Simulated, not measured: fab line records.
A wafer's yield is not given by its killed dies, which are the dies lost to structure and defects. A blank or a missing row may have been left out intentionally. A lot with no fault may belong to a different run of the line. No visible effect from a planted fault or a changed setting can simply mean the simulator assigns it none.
fab line records ; flow nandHarc ; part 1 of 2: steps 1 to 24 of 35
record: lots: 5; wafers: 15; lastDay: 32
route steps=1302 shown A_CHANNEL_FILL_D2@623 A_STAIRCASE@639
lots with no fault: from the same line, run without faults
startH: hours from the record's opening day to when the first of the lot's shown wafers began ; waitH: hours since the lot's step before ; " same as the row above ; L1.1+2: a single row standing in for several wafers ; - value missing, or start not given ; * or withheld: withheld ; < > ~ a bound
route shown NAME@n: names a module that has steps shown in the file, with the first one's number in the route ; usual: mean/standard deviation of fault-free wafers ; same: alike in all rows ; chamber/n: place in a boat ; sites: the reading at each site ; _std_site: the values' standard deviation ; _edge_site: mean of outer sites minus mean of inner sites ; radiusMm: how far each site lies from the wafer's centre ; mask NAME#n: copy n ; behind: tool/chamber where the wafer was last shaped ; hold: what put the lot on hold/how long, in hours/how the hold closed ; device: which transistor (n, p or np) failed to switch ; end of line: tests of these same wafers at the route's end ; step lacking rows: just its recipe ; killed: dies lost to structure and defects at the first sort, not the wafer's yield ; map: the dies of a wafer, with x for killed, . for not killed, _ for no die there
set.NAME: setting as actually run; set.NAME@STEP: the setting as run at that earlier step ; model.NAME: the simulator's own value behind a step, which no gauge read
a table for each step, a row for each wafer; lots at some steps of the route
services: a tool's chamber out of use, with start hour (startH, from the record's first day; less than 0 if before it), hours out, and reason
== steps ==
step: NHARC_A_CHANNEL_FILL_D2_SRD_23
lot.wafer;tool;chamber;startH;waitH
L078.1+6+4;wetBench-01;3,5,7;349.05;0.0
L089.2+6+5;wetBench-04;3,4,7;480.98;0.0
L091.2+5+6;wetBench-04;7,1,2;501.21;0.0
L095.2+6+3;wetBench-04;6,7,2;529.37;0.0
L094.4+3+1;wetBench-01;3,6,7;536.07;0.0
step: NHARC_A_CHANNEL_FILL_D2_CVD_05
recipe: targetThkA: 50; tempC: 550; material: poly-Si
usual: spikeTcBottomC: 573/3.7; spikeTcUpperC: 548.6/1.2; zonePowerCentrePct: 7.4/1.1
lot.wafer;tool;chamber;startH;waitH;spikeTcBottomC;spikeTcUpperC;zonePowerCentrePct
L078.1;lpcvdPoly-01;0;351.32;2.3;569;550.3;8.4
L078.4;lpcvdPoly-01;0;351.32;2.3;571;548.9;8.2
L078.6;lpcvdPoly-01;0;351.32;2.3;571;549.0;8.3
L089.2;lpcvdPoly-02;0;483.32;2.3;577;549.4;6.2
L089.5;lpcvdPoly-02;0;483.32;2.3;578;547.3;6.1
L089.6;lpcvdPoly-02;0;483.32;2.3;577;550.5;6.2
L091.2;lpcvdPoly-02;0;503.59;2.4;578;548.3;6.1
L091.5;lpcvdPoly-02;0;503.59;2.4;576;548.3;6.0
L091.6;lpcvdPoly-02;0;503.59;2.4;579;548.3;6.1
L095.2;lpcvdPoly-02;0;532.44;3.1;577;549.4;6.1
L095.3;lpcvdPoly-02;0;532.44;3.1;577;547.0;6.2
L095.6;lpcvdPoly-02;0;532.44;3.1;579;547.2;6.3
L094.1;lpcvdPoly-01;0;538.34;2.3;570;547.5;8.3
L094.3;lpcvdPoly-01;0;538.34;2.3;571;549.0;8.3
L094.4;lpcvdPoly-01;0;538.34;2.3;571;550.6;8.4
step: NHARC_A_CHANNEL_FILL_D2_ANNEAL_22
recipe: tempC: 620; timeS: 7200
usual: spikeTcBottomC: 640.2/1.4; spikeTcUpperC: 619.9/1.1; zonePowerCentrePct: 9.3/0.59
lot.wafer;tool;chamber;startH;waitH;spikeTcBottomC;spikeTcUpperC;zonePowerCentrePct
L078.1;furnace-04;0;356.58;3.4;641.1;620.2;9.4
L078.4;furnace-04;0;356.58;3.4;641.4;619.2;9.2
L078.6;furnace-04;0;356.58;3.4;640.5;619.4;9.3
L089.2;furnace-07;0;488.62;3.5;643.1;619.6;8.4
L089.5;furnace-07;0;488.62;3.5;639.8;619.3;8.5
L089.6;furnace-07;0;488.62;3.5;640.7;619.2;8.6
L091.2;furnace-04;0;508.87;3.4;639.8;620.0;9.4
L091.5;furnace-04;0;508.87;3.4;641.0;621.2;9.3
L091.6;furnace-04;0;508.87;3.4;639.8;619.9;9.4
L095.2;furnace-04;0;537.67;3.4;642.4;619.2;9.3
L095.3;furnace-04;0;537.67;3.4;640.8;619.0;9.3
L095.6;furnace-04;0;537.67;3.4;642.3;618.6;9.3
L094.1;furnace-02;0;544.19;4.0;641.4;618.4;10.0
L094.3;furnace-02;0;544.19;4.0;640.0;621.5;10.1
L094.4;furnace-02;0;544.19;4.0;637.8;620.7;10.0
step: NHARC_A_CHANNEL_FILL_D2_ALD_25
recipe: targetThkA: 600; pulseTimeS: 10; aldCycles: 600; tempC: 300; material: SiOx
usual: heaterPowerW: 466/37; precursorPulseHeightRel: 0.998/0.021
same: aldCycles: 600
lot.wafer;tool;chamber;startH;waitH;heaterPowerW;precursorPulseHeightRel
L078.4;aldHk-02;2;361.28;0.7;436;0.990
L078.1;aldHk-02;3;361.28;0.7;469;0.989
L078.6;aldHk-02;1;363.14;2.5;417;0.974
L089.2;aldHk-03;1;495.69;3.1;428;1.007
L089.6;aldHk-03;3;496.91;4.3;553;1.018
L089.5;aldHk-03;0;496.91;4.3;420;0.962
L091.2;aldHk-02;1;513.52;0.6;441;1.029
L091.6;aldHk-02;1;515.97;3.0;433;1.006
L091.5;aldHk-02;2;515.97;3.0;443;0.992
L095.2;aldHk-01;3;542.35;0.7;494;0.989
L095.3;aldHk-01;0;542.35;0.7;454;0.945
L095.6;aldHk-01;3;544.81;3.1;468;1.002
L094.4;aldHk-01;3;548.85;0.7;482;0.981
L094.1;aldHk-01;0;548.85;0.7;457;1.013
L094.3;aldHk-01;1;548.85;0.7;503;0.990
step: NHARC_A_CHANNEL_FILL_D2_ETCHBACK_08
recipe: targetDepthA: 2200; timeS: 110; c4f8FlowSccm: 20; arFlowSccm: withheld; rfW: 600; biasW: 300; chemistry: C4F8
usual: oesProductAu: 0.98/0.035; rfVppV: 440.2/2.5
lot.wafer;tool;chamber;startH;waitH;oesProductAu;rfHoursCounterH;rfVppV
L078.4;rieDiel-04;1;-;-;1.00;0;440.5
L078.1;rieDiel-04;3;-;-;1.00;0;442.6
L078.6;rieDiel-04;1;-;-;1.00;-;439.5
L089.2;rieDiel-10;0;-;-;1.01;1;439.5
L089.5;rieDiel-10;3;-;-;1.01;-;438.0
L089.6;rieDiel-10;0;-;-;0.99;-;438.4
L091.2;rieDiel-01;0;-;-;0.97;3;440.8
L091.5;rieDiel-01;0;-;-;0.99;-;440.1
L091.6;rieDiel-01;1;-;-;0.98;-;438.4
L095.3;rieDiel-10;0;-;-;1.00;3;437.3
L095.2;rieDiel-10;2;-;-;1.01;3;440.8
L095.6;rieDiel-10;1;-;-;1.01;-;440.5
L094.4;rieDiel-01;2;-;-;1.00;5;441.8
L094.1;rieDiel-01;3;-;-;1.00;5;445.0
L094.3;rieDiel-01;0;-;-;0.99;4;441.0
step: NHARC_A_CHANNEL_FILL_D2_STRIP_29
recipe: timeS: 20; o2FlowSccm: 500; arFlowSccm: 0; biasW: 0; chemistry: O2
usual: drypumpMotorCurrentA: 5.8/0.47; oesProductAu: 1.002/0.0085; rfVppV: 57.6/0.95; showerheadPlenumPTorr: 3.49/0.12; throttleValvePct: 17.036/0.0093
lot.wafer;tool;chamber;startH;waitH;drypumpMotorCurrentA;oesProductAu;rfHoursCounterH;rfVppV;showerheadPlenumPTorr;throttleValvePct
L078.1;rieDiel-04;1;-;-;5.1;0.998;0;57.7;3.50;17.043
L078.4;rieDiel-04;3;-;-;6.3;0.992;0;58.8;3.57;17.037
L078.6;rieDiel-04;1;-;-;5.1;1.000;-;57.6;3.50;17.031
L089.2;rieDiel-10;0;-;-;6.0;1.007;1;56.7;3.39;17.037
L089.5;rieDiel-10;2;-;-;5.7;1.004;-;56.9;3.52;17.040
L089.6;rieDiel-10;3;-;-;5.4;1.013;-;57.0;3.34;17.026
L091.2;rieDiel-01;3;-;-;6.6;0.989;4;58.9;3.72;17.020
L091.5;rieDiel-01;2;-;-;5.8;0.991;-;58.0;3.53;17.046
L091.6;rieDiel-01;3;-;-;6.6;0.996;-;58.3;3.72;17.021
L095.2;rieDiel-10;0;-;-;5.9;0.989;3;57.1;3.39;17.061
L095.3;rieDiel-10;2;-;-;5.7;0.999;3;56.2;3.52;17.026
L095.6;rieDiel-10;0;-;-;5.9;0.985;-;55.2;3.39;17.045
L094.1;rieDiel-01;1;-;-;6.2;0.991;5;56.7;3.43;17.032
L094.3;rieDiel-01;2;-;-;5.8;0.990;5;57.3;3.53;17.027
L094.4;rieDiel-01;0;-;-;5.2;1.009;4;57.8;3.48;17.045
step: NHARC_A_CHANNEL_FILL_D2_PRECLEAN_30
recipe: timeS: 30; chemistry: dHF
lot.wafer;tool;chamber;startH;waitH
L078.4+6+1;wetBench-04;3,4,6;366.49;-
L089.5+2+6;wetBench-04;1,5,6;500.24;-
L091.5+6+2;wetBench-01;4,5,0;519.32;-
L095.3+6+2;wetBench-07;1,3,4;547.55;-
L094.1+3+4;wetBench-07;6,0,3;554.06;-
step: NHARC_A_CHANNEL_FILL_D2_SRD_31
lot.wafer;tool;chamber;startH;waitH
L078.4+6+1;wetBench-04;3,4,6;366.51;0.0
L089.5+2+6;wetBench-04;1,5,6;-;-
L091.5+6+2;wetBench-01;4,5,0;519.35;0.0
L095.3+6+2;wetBench-07;1,3,4;547.57;0.0
L094.1+3+4;wetBench-07;6,0,3;554.08;0.0
step: NHARC_A_CHANNEL_FILL_D2_CVD_09
recipe: targetThkA: 1500; tempC: 620; pressureMtorr: 200; timeS: 3000; material: poly-Si
usual: spikeTcBottomC: 640/3.1; spikeTcUpperC: 618.8/1.2; zonePowerCentrePct: 9.6/1.1
lot.wafer;tool;chamber;startH;waitH;spikeTcBottomC;spikeTcUpperC;zonePowerCentrePct
L078.1;lpcvdPoly-01;0;369.53;3.0;640;619.2;10.1
L078.4;lpcvdPoly-01;0;369.53;3.0;640;618.2;10.3
L078.6;lpcvdPoly-01;0;369.53;3.0;638;619.5;10.1
L089.2;lpcvdPoly-01;0;500.74;0.5;637;620.3;10.1
L089.5;lpcvdPoly-01;0;500.74;0.5;639;616.9;10.1
L089.6;lpcvdPoly-01;0;500.74;0.5;639;619.1;10.1
L091.2;lpcvdPoly-01;0;521.33;2.0;637;617.4;10.2
L091.5;lpcvdPoly-01;0;521.33;2.0;639;619.6;10.1
L091.6;lpcvdPoly-01;0;521.33;2.0;639;618.8;9.9
L095.2;lpcvdPoly-03;0;550.00;2.4;639;620.7;10.0
L095.3;lpcvdPoly-03;0;550.00;2.4;640;622.2;10.1
L095.6;lpcvdPoly-03;0;550.00;2.4;639;618.6;10.0
L094.1;lpcvdPoly-01;0;556.36;2.3;638;618.9;10.1
L094.3;lpcvdPoly-01;0;556.36;2.3;639;619.6;10.0
L094.4;lpcvdPoly-01;0;556.36;2.3;637;619.7;10.1
step: NHARC_A_CHANNEL_FILL_D2_CMP_10
recipe: targetThkNm: 150
usual: motorCurrentA: 11.4/0.93; timeToEndpointS: 14.8/2.2
lot.wafer;tool;chamber;startH;waitH;motorCurrentA;timeToEndpointS
L078.4;cmp-04;1;372.73;0.4;11.1;16.3
L078.1;cmp-04;2;372.73;0.4;10.5;19.3
L078.6;cmp-04;2;372.73;0.4;10.5;15.6
L089.2;cmp-03;1;504.00;0.4;11.9;12.9
L089.5;cmp-03;1;504.00;0.4;12.0;11.2
L089.6;cmp-03;2;504.00;0.4;10.9;16.2
L091.2;cmp-02;1;524.56;0.4;12.2;13.1
L091.5;cmp-02;3;524.56;0.4;11.9;14.5
L091.6;cmp-02;0;524.56;0.4;10.9;12.9
L095.3;cmp-02;0;553.17;0.4;11.7;13.2
L095.2;cmp-02;2;553.17;0.4;10.7;11.6
L095.6;cmp-02;1;553.17;0.4;12.7;10.1
L094.4;cmp-03;3;559.57;0.4;12.2;13.3
L094.1;cmp-03;0;559.57;0.4;10.0;12.7
L094.3;cmp-03;1;559.57;0.4;12.0;15.9
step: NHARC_A_CHANNEL_FILL_D2_SRD_12
lot.wafer;tool;chamber;startH;waitH
L078.4+1+6;wetBench-01;5,6,2;373.03;0.0
L089.2+6+5;wetBench-01;0,1,4;504.30;0.0
L091.2+5+6;wetBench-04;6,7,0;524.82;0.1
L095.2+6+3;wetBench-01;0,2,4;553.48;0.0
L094.3+1+4;wetBench-01;3,4,5;559.87;0.1
step: NHARC_A_CHANNEL_FILL_D2_RTA_24
recipe: tempC: 1000; timeS: 5
usual: lampPowerPct: 31.9/0.41; wafer_temp_C_max: 1004.5/1
lot.wafer;tool;chamber;startH;waitH;lampPowerPct;wafer_temp_C_max
L078.1;rtpAnneal-02;0;373.32;0.2;32.4;1005.7
L078.4;rtpAnneal-02;0;373.32;0.2;32.3;1003.7
L078.6;rtpAnneal-02;0;373.32;0.2;32.3;1005.0
L089.2;rtpAnneal-02;0;504.44;0.1;32.4;1003.6
L089.5;rtpAnneal-02;0;504.44;0.1;32.3;1003.7
L089.6;rtpAnneal-02;0;504.44;0.1;32.3;1004.1
L091.2;rtpAnneal-01;0;524.97;0.1;31.5;1003.5
L091.5;rtpAnneal-01;0;524.97;0.1;31.5;1005.2
L091.6;rtpAnneal-01;0;524.97;0.1;31.5;1004.2
L095.2;rtpAnneal-01;0;553.62;0.1;31.5;1003.5
L095.3;rtpAnneal-01;0;553.62;0.1;31.6;1003.3
L095.6;rtpAnneal-01;0;553.62;0.1;31.5;1004.0
L094.1;rtpAnneal-01;0;559.99;0.0;31.5;1005.0
L094.3;rtpAnneal-01;0;559.99;0.0;31.6;1005.8
L094.4;rtpAnneal-01;0;559.99;0.0;31.5;1004.7
step: NHARC_A_CHANNEL_FILL_D2_INSPECT_13
usual: rawDefectCount: 363/100
lot.wafer;tool;chamber;startH;waitH;rawDefectCount
L078.1;defectInspect-01;-;373.52;0.2;404
L078.4;defectInspect-01;-;373.52;0.2;331
L078.6;defectInspect-01;-;373.52;0.2;314
L089.2;defectInspect-02;-;504.61;0.1;234
L089.5;defectInspect-02;-;504.61;0.1;379
L089.6;defectInspect-02;-;504.61;0.1;364
L091.2;defectInspect-01;-;525.14;0.1;366
L091.5;defectInspect-01;-;525.14;0.1;272
L091.6;defectInspect-01;-;525.14;0.1;281
L095.2;defectInspect-02;-;553.79;0.1;606
L095.3;defectInspect-02;-;553.79;0.1;514
L095.6;defectInspect-02;-;553.79;0.1;456
L094.1;defectInspect-01;-;560.19;0.2;305
L094.3;defectInspect-01;-;560.19;0.2;238
L094.4;defectInspect-01;-;560.19;0.2;192
step: NHARC_A_STAIRCASE_DEP_156
recipe: targetThkA: 500; tempC: 400; targetThkNm: 50; flowSccm: 200; rfW: 450; material: SiNx
usual: heaterPowerW: 734/140
lot.wafer;tool;chamber;startH;waitH;heaterPowerW
L078.1;pecvd-02;0;373.64;0.1;788
L078.4;pecvd-02;2;373.64;0.1;691
L078.6;pecvd-02;0;373.64;0.1;807
L089.2;pecvd-02;2;504.76;0.1;738
L089.6;pecvd-02;1;504.76;0.1;549
L089.5;pecvd-02;2;504.76;0.1;734
L091.2;pecvd-03;2;525.20;0.1;693
L091.5;pecvd-03;2;525.20;0.1;691
L091.6;pecvd-03;1;525.20;0.1;846
L095.3;pecvd-02;1;553.94;0.1;564
L095.2;pecvd-02;2;553.94;0.1;854
L095.6;pecvd-02;2;553.94;0.1;846
L094.3;pecvd-03;1;560.26;0.1;779
L094.1;pecvd-03;2;560.26;0.1;645
L094.4;pecvd-03;1;560.26;0.1;796
step: NHARC_A_STAIRCASE_DEHYDRATE_158
recipe: tempC: 150; timeS: 120
usual: exhaustPa: 44.9/0.99
lot.wafer;tool;chamber;startH;waitH;exhaustPa
L078.1;lithoTrack-03;0;373.86;0.2;43.7
L078.4;lithoTrack-03;0;373.86;0.2;43.7
L078.6;lithoTrack-03;0;373.86;0.2;43.8
L089.2;lithoTrack-07;0;505.00;0.2;45.9
L089.5;lithoTrack-07;0;505.00;0.2;44.9
L089.6;lithoTrack-07;0;505.00;0.2;45.5
L091.2;lithoTrack-07;0;525.48;0.2;44.0
L091.5;lithoTrack-07;0;525.48;0.2;44.4
L091.6;lithoTrack-07;0;525.48;0.2;44.4
L095.2;lithoTrack-07;0;554.21;0.2;46.2
L095.3;lithoTrack-07;0;554.21;0.2;45.1
L095.6;lithoTrack-07;0;554.21;0.2;44.7
L094.1;lithoTrack-03;0;560.53;0.2;45.3
L094.3;lithoTrack-03;0;560.53;0.2;44.9
L094.4;lithoTrack-03;0;560.53;0.2;44.2
step: NHARC_A_STAIRCASE_HMDS_159
recipe: timeS: 30
usual: exhaustPa: 45.2/0.95
lot.wafer;tool;chamber;startH;waitH;exhaustPa
L078.1;lithoTrack-03;0;-;-;44.8
L078.4;lithoTrack-03;0;-;-;44.9
L078.6;lithoTrack-03;0;-;-;44.7
L089.2;lithoTrack-07;0;-;-;45.6
L089.5;lithoTrack-07;0;-;-;44.9
L089.6;lithoTrack-07;0;-;-;46.6
L091.2;lithoTrack-07;0;-;-;46.1
L091.5;lithoTrack-07;0;-;-;44.8
L091.6;lithoTrack-07;0;-;-;45.8
L095.2;lithoTrack-07;0;-;-;43.7
L095.3;lithoTrack-07;0;-;-;44.5
L095.6;lithoTrack-07;0;-;-;44.5
L094.1;lithoTrack-03;0;-;-;45.3
L094.3;lithoTrack-03;0;-;-;46.0
L094.4;lithoTrack-03;0;-;-;44.8
step: NHARC_A_STAIRCASE_COAT_160
recipe: spinRpm: 1200
usual: exhaustPa: 45.1/0.94
lot.wafer;tool;chamber;startH;waitH;exhaustPa
L078.1;lithoTrack-03;0;-;-;46.7
L078.4;lithoTrack-03;0;-;-;46.4
L078.6;lithoTrack-03;0;-;-;46.3
L089.2;lithoTrack-07;0;-;-;45.4
L089.5;lithoTrack-07;0;-;-;44.3
L089.6;lithoTrack-07;0;-;-;43.5
L091.2;lithoTrack-07;0;-;-;46.3
L091.5;lithoTrack-07;0;-;-;46.4
L091.6;lithoTrack-07;0;-;-;46.7
L095.2;lithoTrack-07;0;-;-;45.3
L095.3;lithoTrack-07;0;-;-;46.0
L095.6;lithoTrack-07;0;-;-;45.1
L094.1;lithoTrack-03;0;-;-;44.9
L094.3;lithoTrack-03;0;-;-;45.1
L094.4;lithoTrack-03;0;-;-;45.8
step: NHARC_A_STAIRCASE_SOFTBAKE_161
recipe: tempC: 135; timeS: 170
usual: exhaustPa: 45.2/0.91
lot.wafer;tool;chamber;startH;waitH;exhaustPa
L078.1;lithoTrack-03;0;-;-;45.7
L078.4;lithoTrack-03;0;-;-;44.2
L078.6;lithoTrack-03;0;-;-;43.5
L089.2;lithoTrack-07;0;-;-;45.6
L089.5;lithoTrack-07;0;-;-;46.4
L089.6;lithoTrack-07;0;-;-;45.3
L091.2;lithoTrack-07;0;-;-;46.3
L091.5;lithoTrack-07;0;-;-;45.8
L091.6;lithoTrack-07;0;-;-;45.4
L095.2;lithoTrack-07;0;-;-;46.9
L095.3;lithoTrack-07;0;-;-;46.8
L095.6;lithoTrack-07;0;-;-;46.4
L094.1;lithoTrack-03;0;-;-;44.5
L094.3;lithoTrack-03;0;-;-;44.6
L094.4;lithoTrack-03;0;-;-;45.6
step: NHARC_A_STAIRCASE_EBR_162
usual: exhaustPa: 45.2/0.94
lot.wafer;tool;chamber;startH;waitH;exhaustPa
L078.1;lithoTrack-03;0;-;-;43.9
L078.4;lithoTrack-03;0;-;-;44.0
L078.6;lithoTrack-03;0;-;-;45.3
L089.2;lithoTrack-07;0;-;-;45.9
L089.5;lithoTrack-07;0;-;-;45.2
L089.6;lithoTrack-07;0;-;-;45.3
L091.2;lithoTrack-07;0;-;-;46.2
L091.5;lithoTrack-07;0;-;-;45.4
L091.6;lithoTrack-07;0;-;-;46.8
L095.2;lithoTrack-07;0;-;-;43.8
L095.3;lithoTrack-07;0;-;-;44.8
L095.6;lithoTrack-07;0;-;-;44.7
L094.1;lithoTrack-03;0;-;-;45.9
L094.3;lithoTrack-03;0;-;-;45.3
L094.4;lithoTrack-03;0;-;-;45.1
step: NHARC_A_STAIRCASE_EXPOSE_163
recipe: na: 0.5; doseMj: 20.01; maskId: STAIR_OPEN
lot.wafer;tool;chamber;startH;waitH;mask
L078.1+4+6;krfScanner-04;0;374.19;-;STAIR_OPEN#0
L089.2+5+6;krfScanner-02;0;505.34;-;STAIR_OPEN#0
L091.2+5+6;krfScanner-01;0;525.97;-;STAIR_OPEN#0
L095.2+3+6;krfScanner-02;0;554.55;-;STAIR_OPEN#0
L094.1+3+4;krfScanner-01;0;560.86;-;STAIR_OPEN#0
step: NHARC_A_STAIRCASE_PEB_164
recipe: pebTempC: 115; pebTimeS: 130
usual: exhaustPa: 44.9/0.85
lot.wafer;tool;chamber;startH;waitH;exhaustPa
L078.1;lithoTrack-05;0;374.25;0.1;45.0
L078.4;lithoTrack-05;0;374.25;0.1;43.9
L078.6;lithoTrack-05;0;374.25;0.1;43.4
L089.2;lithoTrack-07;0;505.40;0.1;44.8
L089.5;lithoTrack-07;0;505.40;0.1;44.8
L089.6;lithoTrack-07;0;505.40;0.1;46.3
L091.2;lithoTrack-07;0;526.03;0.1;43.5
L091.5;lithoTrack-07;0;526.03;0.1;43.8
L091.6;lithoTrack-07;0;526.03;0.1;44.4
L095.2;lithoTrack-03;0;554.61;0.1;45.2
L095.3;lithoTrack-03;0;554.61;0.1;44.3
L095.6;lithoTrack-03;0;554.61;0.1;45.4
L094.1;lithoTrack-03;0;560.93;0.1;44.1
L094.3;lithoTrack-03;0;560.93;0.1;45.2
L094.4;lithoTrack-03;0;560.93;0.1;46.5
step: NHARC_A_STAIRCASE_DEVELOP_165
recipe: timeS: 140
usual: exhaustPa: 45.2/0.99
lot.wafer;tool;chamber;startH;waitH;exhaustPa
L078.1;lithoTrack-05;0;-;-;44.2
L078.4;lithoTrack-05;0;-;-;45.3
L078.6;lithoTrack-05;0;-;-;45.8
L089.2;lithoTrack-07;0;-;-;45.0
L089.5;lithoTrack-07;0;-;-;43.6
L089.6;lithoTrack-07;0;-;-;43.6
L091.2;lithoTrack-07;0;-;-;45.5
L091.5;lithoTrack-07;0;-;-;46.3
L091.6;lithoTrack-07;0;-;-;44.7
L095.2;lithoTrack-03;0;-;-;45.0
L095.3;lithoTrack-03;0;-;-;45.7
L095.6;lithoTrack-03;0;-;-;45.3
L094.1;lithoTrack-03;0;-;-;44.2
L094.3;lithoTrack-03;0;-;-;44.6
L094.4;lithoTrack-03;0;-;-;45.7
step: NHARC_A_STAIRCASE_HARDBAKE_167
recipe: tempC: 120; timeS: 140
usual: exhaustPa: 45.2/0.99
lot.wafer;tool;chamber;startH;waitH;exhaustPa
L078.1;lithoTrack-03;0;374.47;-;45.4
L078.4;lithoTrack-03;0;374.47;-;44.2
L078.6;lithoTrack-03;0;374.47;-;44.5
L089.2;lithoTrack-03;0;505.62;-;46.3
L089.5;lithoTrack-03;0;505.62;-;46.8
L089.6;lithoTrack-03;0;505.62;-;46.9
L091.2;lithoTrack-07;0;526.25;-;45.4
L091.5;lithoTrack-07;0;526.25;-;46.5
L091.6;lithoTrack-07;0;526.25;-;44.8
L095.2;lithoTrack-07;0;554.83;-;44.9
L095.3;lithoTrack-07;0;554.83;-;44.0
L095.6;lithoTrack-07;0;554.83;-;45.0
L094.1;lithoTrack-03;0;561.14;-;44.6
L094.3;lithoTrack-03;0;561.14;-;44.0
L094.4;lithoTrack-03;0;561.14;-;43.1
step: NHARC_A_STAIRCASE_DESCUM_168
recipe: timeS: 3; o2FlowSccm: 200; arFlowSccm: 0; biasPowerW: 0; chemistry: O2
usual: drypumpMotorCurrentA: 5.6/0.69; oesProductAu: 1.001/0.0068; rfVppV: 57.8/0.88; showerheadPlenumPTorr: 1.91/0.098; throttleValvePct: 11.311/0.0096
lot.wafer;tool;chamber;startH;waitH;drypumpMotorCurrentA;oesProductAu;rfHoursCounterH;rfVppV;showerheadPlenumPTorr;throttleValvePct
L078.4;rieDiel-13;3;374.56;-;5.0;1.008;9;58.1;1.99;11.312
L078.1;rieDiel-13;2;374.56;-;5.7;1.014;5;57.4;1.83;11.313
L078.6;rieDiel-13;0;374.56;-;6.4;1.002;-;58.0;1.82;11.298
L089.2;rieDiel-12;0;505.88;-;5.0;1.008;12;58.5;2.07;11.310
L089.5;rieDiel-12;1;505.88;-;4.8;0.999;-;57.2;1.88;11.303
L089.6;rieDiel-12;2;505.88;-;6.4;1.004;-;56.9;1.82;11.306
L091.2;rieDiel-09;3;526.34;-;6.5;1.011;5;58.9;1.98;11.318
L091.5;rieDiel-09;3;526.34;-;6.5;1.017;-;58.0;1.97;11.312
L091.6;rieDiel-09;0;526.34;-;5.2;0.997;-;57.0;1.89;11.307
L095.3;rieDiel-09;1;554.93;-;5.5;0.995;16;59.6;2.07;11.295
L095.2;rieDiel-09;3;554.93;-;6.5;1.002;14;58.3;1.97;11.313
L095.6;rieDiel-09;1;554.93;-;5.5;1.000;-;58.2;2.07;11.309
L094.3;rieDiel-12;1;561.24;-;4.8;1.004;38;56.7;1.87;11.313
L094.4;rieDiel-12;3;561.24;-;6.2;1.005;32;57.8;2.01;11.327
L094.1;rieDiel-12;0;561.24;-;5.0;1.000;33;58.3;2.07;11.311
